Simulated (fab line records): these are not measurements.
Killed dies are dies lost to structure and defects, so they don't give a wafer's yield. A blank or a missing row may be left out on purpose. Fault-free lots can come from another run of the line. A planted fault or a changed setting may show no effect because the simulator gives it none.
fab line records    flow n5_finfet    part 2 of 2: steps 5 to 6 of 6
[record] lots = 23  wafers = 69  last_day = 17
route steps=1938 shown BEOL_M3@1004 BEOL_M4@1037
lots that met no fault: from a run of the same line without faults
start_h: start of the lot's first displayed wafer, in hours after the record's first day    wait_h: hours from the lot's prior step to this one    " same as the row above    L1.1+2: a row that stands for several wafers    - no value, or no start given    * or withheld: withheld    < > ~ a bound
route shown NAME@n: a module of which the file shows steps, and the number in the route of the first    usual: mean/standard deviation of fault-free wafers    same: alike in all rows    chamber/n: place in a boat    sites: readings site by site    _std_site: the standard deviation of these    _edge_site: inner sites' mean taken away from outer sites' mean    radius_mm: how far each site lies from the wafer's centre    mask NAME#n: copy n    behind: the tool/chamber that last shaped the wafer    hold: the reason the lot was held/the length of the hold in hours/how it ended    device: whichever transistor did not switch (one of n, p or np)    end of line: the route-end tests of the same wafers    step lacking rows: just its recipe    killed: dies lost to structure and defects at the first sort, not the wafer's yield    map: a wafer's dies, marking killed ones x, the rest . and places with no die _
set.NAME: the setting as run; set.NAME@STEP: as run at that earlier step    model.NAME: the simulator's own value behind a step, which no gauge read
a sample of lots followed through the steps of the route, with each step as a table and each wafer as a row
services: a tool's chamber out of use, with start hour (start_h, from the record's first day; less than 0 if before it), hours out, and reason
[[steps]]
[step N5_BEOL_M4_ETCH_64]
[recipe] chemistry = N2/H2  target = SOC  target_depth_a = 750  overetch_a = 225  mask_material = SiARC  temp_c = 40  time_s = 121.9  ion_energy_ev = 200  pressure_mtorr = 30  source_w = 840  bias_w = 150  n2_flow_sccm = 200  h2_flow_sccm = 200
[usual] drypump_motor_current_A = 5.9/0.46  oes_product_au = 0.61/0.071  rf_vpp_V = 524.0/2.5  showerhead_plenum_p_Torr = 2.54/0.09  throttle_valve_pct = 17.77/0.26
lot.wafer  tool         chamber  start_h  wait_h  drypump_motor_current_A  oes_product_au  rf_hours_counter_h  rf_vpp_V  showerhead_plenum_p_Torr  throttle_valve_pct
L075.2     rie_diel-05  3        150.54   0.0     5.7                      0.55            187                 527.8     2.63                      17.86
L075.4     "            2        "        "       5.2                      0.61            100                 521.1     2.46                      17.43
L075.5     "            0        "        "       5.5                      0.66            -                   525.3     2.58                      17.25
L074.1     rie_diel-04  2        154.92   0.0     5.9                      0.51            238                 520.3     2.40                      17.71
L074.3     "            3        "        "       6.0                      0.54            215                 524.3     2.62                      18.20
L074.5     "            0        "        "       5.6                      0.73            -                   523.6     2.48                      17.77
L076.1     rie_diel-05  2        169.37   0.0     5.2                      0.61            107                 520.7     2.46                      17.42
L076.2     "            0        "        "       5.4                      0.66            49                  524.3     2.58                      17.27
L076.3     "            3        "        "       5.6                      0.55            194                 526.0     2.63                      17.86
L077.1     rie_diel-05  0        177.97   0.0     5.4                      0.65            52                  525.3     2.58                      17.28
L077.2     "            1        "        "       5.8                      0.70            19                  520.3     2.49                      17.60
L077.4     "            2        "        "       5.2                      0.60            111                 521.2     2.46                      17.43
L078.1     rie_diel-05  3        184.84   0.0     5.6                      0.54            200                 527.0     2.62                      17.87
L078.5     "            2        "        "       5.2                      0.60            -                   522.6     2.46                      17.44
L078.6     "            1        "        "       5.8                      0.69            -                   521.8     2.49                      17.60
L079.2     rie_diel-04  1        194.39   0.0     6.4                      0.67            37                  526.9     2.71                      17.98
L079.3     "            3        "        "       6.0                      0.53            -                   525.7     2.61                      18.19
L079.5     "            3        "        "       5.9                      0.53            -                   525.0     2.61                      18.21
L080.2     rie_diel-03  3        195.79   0.0     6.4                      0.53            227                 522.9     2.50                      17.95
L080.3     "            0        "        "       5.8                      0.65            46                  522.1     2.49                      17.88
L080.6     "            0        "        "       5.8                      0.65            -                   522.2     2.49                      17.88
L082.1     rie_diel-03  2        198.98   0.0     6.6                      0.63            59                  522.7     2.48                      17.69
L082.3     "            0        "        "       5.8                      0.64            47                  522.7     2.49                      17.89
L082.6     "            0        "        "       5.8                      0.65            -                   523.4     2.49                      17.88
L081.1     rie_diel-03  0        199.21   0.0     5.8                      0.64            47                  522.3     2.49                      17.88
L081.3     "            1        "        "       5.1                      0.54            230                 522.2     2.50                      17.71
L081.6     "            0        "        "       5.8                      0.65            -                   522.2     2.49                      17.87
L083.3     rie_diel-04  1        205.48   0.1     6.4                      0.66            -                   527.2     2.70                      17.99
L083.4     "            3        "        "       6.0                      0.53            -                   525.7     2.61                      18.22
L083.6     "            1        "        "       6.4                      0.66            -                   527.5     2.71                      18.00
L084.1     rie_diel-04  1        207.48   0.0     6.4                      0.66            45                  527.5     2.70                      17.99
L084.5     "            3        "        "       5.9                      0.53            -                   525.9     2.61                      18.21
L084.6     "            1        "        "       6.4                      0.65            -                   528.6     2.70                      17.98
L085.1     rie_diel-04  1        230.84   0.0     6.4                      0.65            54                  528.0     2.70                      18.01
L085.4     "            3        "        "       6.0                      0.52            245                 525.5     2.60                      18.22
L085.6     "            2        "        "       5.9                      0.74            -                   528.2     2.71                      17.28
L087.1     rie_diel-03  1        232.72   0.0     5.1                      0.53            242                 522.7     2.49                      17.71
L087.3     "            0        "        "       5.8                      0.63            58                  521.8     2.48                      17.91
L087.5     "            1        "        "       5.2                      0.53            -                   521.5     2.49                      17.72
L086.1     rie_diel-05  3        233.04   0.0     5.7                      0.54            217                 526.2     2.62                      17.89
L086.4     "            2        "        "       5.2                      0.59            131                 521.1     2.45                      17.47
L086.5     "            2        "        "       5.2                      0.59            -                   521.1     2.45                      17.46
L088.1     rie_diel-03  3        237.31   0.0     6.3                      0.52            241                 522.3     2.49                      17.98
L088.2     "            1        "        "       5.1                      0.52            242                 522.6     2.49                      17.72
L088.4     "            2        "        "       6.6                      0.62            71                  522.1     2.47                      17.70
L089.1     rie_diel-05  3        260.44   0.0     5.6                      0.52            226                 526.4     2.61                      17.93
L089.3     "            1        "        "       5.8                      0.65            49                  520.6     2.47                      17.67
L089.6     "            1        "        "       5.9                      0.66            -                   521.2     2.47                      17.67
L091.4     rie_diel-03  1        260.63   0.1     5.2                      0.53            -                   523.2     2.49                      17.73
L091.5     "            3        "        "       6.3                      0.52            -                   523.1     2.49                      17.99
L091.6     "            2        "        "       6.6                      0.61            -                   522.0     2.47                      17.74
L092.1     rie_diel-03  2        274.14   0.0     6.6                      0.60            88                  521.1     2.47                      17.72
L092.2     "            3        "        "       6.3                      0.51            258                 522.4     2.49                      18.00
L092.4     "            2        "        "       6.6                      0.61            -                   521.0     2.47                      17.72
L093.1     rie_diel-04  2        275.03   0.0     5.9                      0.69            27                  527.0     2.71                      17.30
L093.4     "            1        "        "       6.4                      0.63            71                  528.2     2.69                      18.04
L093.5     "            3        "        "       5.9                      0.75            -                   526.1     2.60                      17.74
L094.4     rie_diel-04  3        277.14   0.0     6.0                      0.75            1                   526.5     2.60                      17.76
L094.5     "            0        "        "       5.7                      0.67            -                   523.3     2.47                      17.85
L094.6     "            1        "        "       6.4                      0.63            -                   527.1     2.69                      18.04
L095.1     rie_diel-04  2        278.82   0.0     5.9                      0.70            28                  527.8     2.71                      17.30
L095.3     "            3        "        "       6.0                      0.75            1                   526.6     2.60                      17.75
L095.6     "            2        "        "       5.9                      0.70            -                   528.9     2.71                      17.31
L096.1     rie_diel-03  2        286.29   0.0     6.6                      0.61            93                  522.2     2.46                      17.75
L096.5     "            2        "        "       6.6                      0.60            -                   520.0     2.46                      17.73
L096.6     "            3        "        "       6.3                      0.51            -                   521.2     2.48                      18.02
L097.1     rie_diel-03  3        287.13   0.0     6.3                      0.50            264                 522.9     2.48                      18.01
L097.2     "            2        "        "       6.6                      0.60            93                  520.2     2.46                      17.75
L097.6     "            2        "        "       6.6                      0.60            -                   521.5     2.46                      17.73
[step N5_BEOL_M4_STRIP_66]
[recipe] chemistry = CF4  resist = SiARC  power_w = 300  bias_power_w = 75  pressure_mtorr = 50  cf4_flow_sccm = 150  rf_frequency_hz = 6e+07
[usual] drypump_motor_current_A = 5.9/0.46  oes_product_au = 0.80/0.093  rf_vpp_V = 271.2/1.5  showerhead_plenum_p_Torr = 1.80/0.056  throttle_valve_pct = 13.54/0.26
lot.wafer  tool         chamber  start_h  wait_h  drypump_motor_current_A  oes_product_au  rf_hours_counter_h  rf_vpp_V  showerhead_plenum_p_Torr  throttle_valve_pct
L075.2     rie_diel-05  3        150.67   0.0     5.6                      0.72            187                 271.9     1.86                      13.84
L075.4     "            2        "        "       5.2                      0.78            100                 269.7     1.75                      13.25
L075.5     "            0        "        "       5.4                      0.87            -                   271.4     1.82                      13.00
L074.1     rie_diel-04  2        155.06   0.0     5.9                      0.67            238                 268.7     1.70                      13.60
L074.3     "            3        "        "       5.9                      0.70            215                 272.0     1.84                      13.90
L074.5     "            0        "        "       5.7                      0.95            -                   270.9     1.77                      13.55
L076.1     rie_diel-05  2        169.50   0.0     5.2                      0.79            107                 270.9     1.75                      13.28
L076.2     "            0        "        "       5.5                      0.85            49                  271.4     1.81                      13.02
L076.3     "            3        "        "       5.7                      0.71            194                 272.6     1.86                      13.84
L077.1     rie_diel-05  0        178.11   0.0     5.5                      0.85            52                  270.7     1.81                      13.02
L077.2     "            1        "        "       5.8                      0.91            19                  269.7     1.77                      13.49
L077.4     "            2        "        "       5.2                      0.78            111                 270.7     1.74                      13.27
L078.1     rie_diel-05  3        184.97   0.0     5.6                      0.71            200                 272.6     1.86                      13.84
L078.5     "            2        "        "       5.2                      0.78            -                   269.9     1.74                      13.29
L078.6     "            1        "        "       5.8                      0.91            -                   271.8     1.76                      13.49
L079.2     rie_diel-04  1        194.59   0.0     6.4                      0.86            37                  274.2     1.89                      13.59
L079.3     "            3        "        "       5.9                      0.69            -                   273.0     1.84                      13.94
L079.5     "            3        "        "       6.0                      0.69            -                   271.7     1.84                      13.94
L080.2     rie_diel-03  3        195.92   0.0     6.3                      0.68            227                 271.0     1.77                      13.79
L080.3     "            0        "        "       5.8                      0.85            46                  270.6     1.74                      13.41
L080.6     "            0        "        "       5.8                      0.84            -                   270.5     1.74                      13.41
L082.1     rie_diel-03  2        199.11   0.0     6.6                      0.82            59                  270.5     1.76                      13.35
L082.3     "            0        "        "       5.8                      0.84            47                  270.5     1.74                      13.41
L082.6     "            0        "        "       5.8                      0.85            -                   269.8     1.74                      13.40
L081.1     rie_diel-03  0        199.34   0.0     5.7                      0.84            47                  269.9     1.74                      13.42
L081.3     "            1        "        "       5.1                      0.70            230                 271.3     1.77                      13.71
L081.6     "            0        "        "       5.8                      0.85            -                   270.2     1.74                      13.41
L083.3     rie_diel-04  1        205.63   0.0     6.4                      0.86            -                   272.4     1.89                      13.61
L083.4     "            3        "        "       5.9                      0.69            -                   271.9     1.83                      13.95
L083.6     "            1        "        "       6.4                      0.86            -                   272.5     1.89                      13.60
L084.1     rie_diel-04  1        207.61   0.0     6.4                      0.86            45                  273.6     1.89                      13.60
L084.5     "            3        "        "       6.0                      0.68            -                   273.5     1.83                      13.96
L084.6     "            1        "        "       6.4                      0.86            -                   274.5     1.89                      13.60
L085.1     rie_diel-04  1        230.98   0.0     6.4                      0.85            54                  271.4     1.89                      13.63
L085.4     "            3        "        "       5.9                      0.68            245                 271.5     1.83                      13.96
L085.6     "            2        "        "       5.9                      0.95            -                   273.0     1.90                      13.09
L087.1     rie_diel-03  1        232.85   0.0     5.1                      0.69            242                 271.8     1.77                      13.73
L087.3     "            0        "        "       5.8                      0.83            58                  269.1     1.73                      13.43
L087.5     "            1        "        "       5.1                      0.69            -                   270.5     1.77                      13.73
L086.1     rie_diel-05  3        233.17   0.0     5.6                      0.70            217                 272.7     1.85                      13.90
L086.4     "            2        "        "       5.2                      0.77            131                 269.6     1.74                      13.34
L086.5     "            2        "        "       5.2                      0.77            -                   269.7     1.74                      13.33
L088.1     rie_diel-03  3        237.44   0.0     6.3                      0.68            241                 269.5     1.77                      13.82
L088.2     "            1        "        "       5.1                      0.69            242                 272.0     1.77                      13.72
L088.4     "            2        "        "       6.6                      0.80            71                  269.6     1.75                      13.37
L089.1     rie_diel-05  3        260.57   0.0     5.6                      0.69            226                 272.4     1.85                      13.93
L089.3     "            1        "        "       5.8                      0.86            49                  269.8     1.76                      13.56
L089.6     "            1        "        "       5.8                      0.86            -                   269.5     1.76                      13.56
L091.4     rie_diel-03  1        260.71   0.0     5.2                      0.68            -                   269.8     1.76                      13.76
L091.5     "            3        "        "       6.3                      0.67            -                   271.2     1.77                      13.84
L091.6     "            2        "        "       6.6                      0.80            -                   270.6     1.75                      13.38
L092.1     rie_diel-03  2        274.27   0.0     6.6                      0.79            88                  272.1     1.75                      13.43
L092.2     "            3        "        "       6.3                      0.67            258                 270.2     1.77                      13.84
L092.4     "            2        "        "       6.6                      0.79            -                   270.5     1.75                      13.41
L093.1     rie_diel-04  2        275.16   0.0     5.9                      0.90            27                  274.0     1.90                      13.14
L093.4     "            1        "        "       6.4                      0.82            71                  271.8     1.88                      13.67
L093.5     "            3        "        "       6.0                      0.97            -                   271.6     1.83                      13.39
L094.4     rie_diel-04  3        277.27   0.0     6.0                      0.97            1                   272.2     1.83                      13.39
L094.5     "            0        "        "       5.7                      0.87            -                   268.9     1.76                      13.63
L094.6     "            1        "        "       6.4                      0.82            -                   273.8     1.88                      13.66
L095.1     rie_diel-04  2        278.95   0.0     5.9                      0.90            28                  272.1     1.90                      13.12
L095.3     "            3        "        "       5.9                      0.97            1                   271.2     1.83                      13.41
L095.6     "            2        "        "       5.9                      0.91            -                   273.4     1.90                      13.11
L096.1     rie_diel-03  2        286.42   0.0     6.6                      0.78            93                  270.9     1.75                      13.44
L096.5     "            2        "        "       6.6                      0.78            -                   269.4     1.75                      13.43
L096.6     "            3        "        "       6.3                      0.66            -                   271.9     1.76                      13.85
L097.1     rie_diel-03  3        287.26   0.0     6.3                      0.66            264                 272.0     1.76                      13.87
L097.2     "            2        "        "       6.6                      0.79            93                  270.0     1.75                      13.42
L097.6     "            2        "        "       6.6                      0.78            -                   269.5     1.75                      13.45
[[services]]
tool            chamber  start_h  hours  kind
pvd_sputter-03  -        143.41   1.6    repair
rie_diel-03     0        151.36   2.6    repair
rie_diel-04     3        172.52   3.1    repair
rie_diel-04     2        184.78   -      clean
rie_diel-04     2        184.78   -      consumable_replace:focus_ring
rie_diel-04     2        184.78   -      consumable_replace:showerhead
rie_diel-04     2        184.78   21.2   scheduled_down
rie_diel-04     2        184.78   21.2   vent_cycle
cvd_co-01       0        229.96   8.2    repair
rie_diel-04     3        246.40   -      clean
rie_diel-04     3        246.40   -      consumable_replace:focus_ring
rie_diel-04     3        246.40   26.4   scheduled_down
rie_diel-04     3        246.40   26.4   vent_cycle
rie_diel-03     1        260.72   -      clean
rie_diel-03     1        260.72   -      consumable_replace:focus_ring
rie_diel-05     1        269.99   15.2   repair
